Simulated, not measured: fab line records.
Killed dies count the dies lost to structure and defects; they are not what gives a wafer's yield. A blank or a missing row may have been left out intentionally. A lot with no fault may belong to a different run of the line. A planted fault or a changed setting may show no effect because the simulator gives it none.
One fault through the eyes of 2 desks | flow nandHarc | each desk has only its own numbers; what lay behind them comes last

AT THE METROLOGY DESK
Lot by lot, what the gauges showed, no matter which tool ran the lot: averages of those sampled wafers that carry a number. Any lot whose mean is over 4 standard deviations away from the usual mean is out of limits and marked OUT; that distance is given in the brackets.
Columns: A = cdNm at NHARC_THIN_TSV_CD_MEAS_33, usual 4999.9 nm
lot  | first seen here | A
L576 | day 25 08:28    | 5002.1
L575 | day 25 12:04    | 4998.4
L578 | day 26 13:57    | 4996.6
L579 | day 26 19:24    | 5000.0
L577 | day 26 20:32    | 5002.7
L580 | day 26 23:01    | 4997.7
L581 | day 27 05:55    | 5000.7
L582 | day 27 16:44    | 4998.4
L584 | day 28 06:19    | 4999.1
L585 | day 28 15:41    | 4998.7
L586 | day 28 16:58    | 5001.2
L588 | day 30 07:44    | 5000.1
L592 | day 31 22:57    | 4997.5
L591 | day 32 08:47    | 5002.3
This desk found nothing out of limits on any of the 14 lots.

FOR THE TOOL OWNER'S DESK: rieDiel-12
The tool's own readings at NHARC_A_STAIRCASE_ETCH_230 (etches the open film in C4F8/O2, target depth 100 nm, time 40.5 s): means of the sampled wafers that have a number, for each lot that ran on this tool. Any lot whose mean is over 4 standard deviations away from the usual mean is out of limits and marked OUT; that distance is given in the brackets.
Columns: A = oesProductAu at NHARC_A_STAIRCASE_ETCH_230, usual 0.950 a.u.; B = rfVppV at NHARC_A_STAIRCASE_ETCH_230, usual 893 V
lot  | first seen here | A     | B
L577 | day 18 09:04    | 0.964 | 894
L579 | day 18 09:27    | 0.967 | 893
L580 | day 18 09:52    | 0.946 | 892
L581 | day 19 05:49    | 0.953 | 890
L584 | day 20 12:35    | 0.952 | 893
L585 | day 20 19:50    | 0.948 | 893
L588 | day 22 10:35    | 0.960 | 891
L592 | day 23 09:57    | 0.934 | 892
L591 | day 23 14:35    | 0.972 | 891
This desk found nothing out of limits on any of the 9 lots.

PUT TOGETHER
Nothing out of limits was seen by the metrology desk.
Nothing out of limits was seen by the tool owner's desk.

WHAT THE SIMULATOR HAD INSERTED
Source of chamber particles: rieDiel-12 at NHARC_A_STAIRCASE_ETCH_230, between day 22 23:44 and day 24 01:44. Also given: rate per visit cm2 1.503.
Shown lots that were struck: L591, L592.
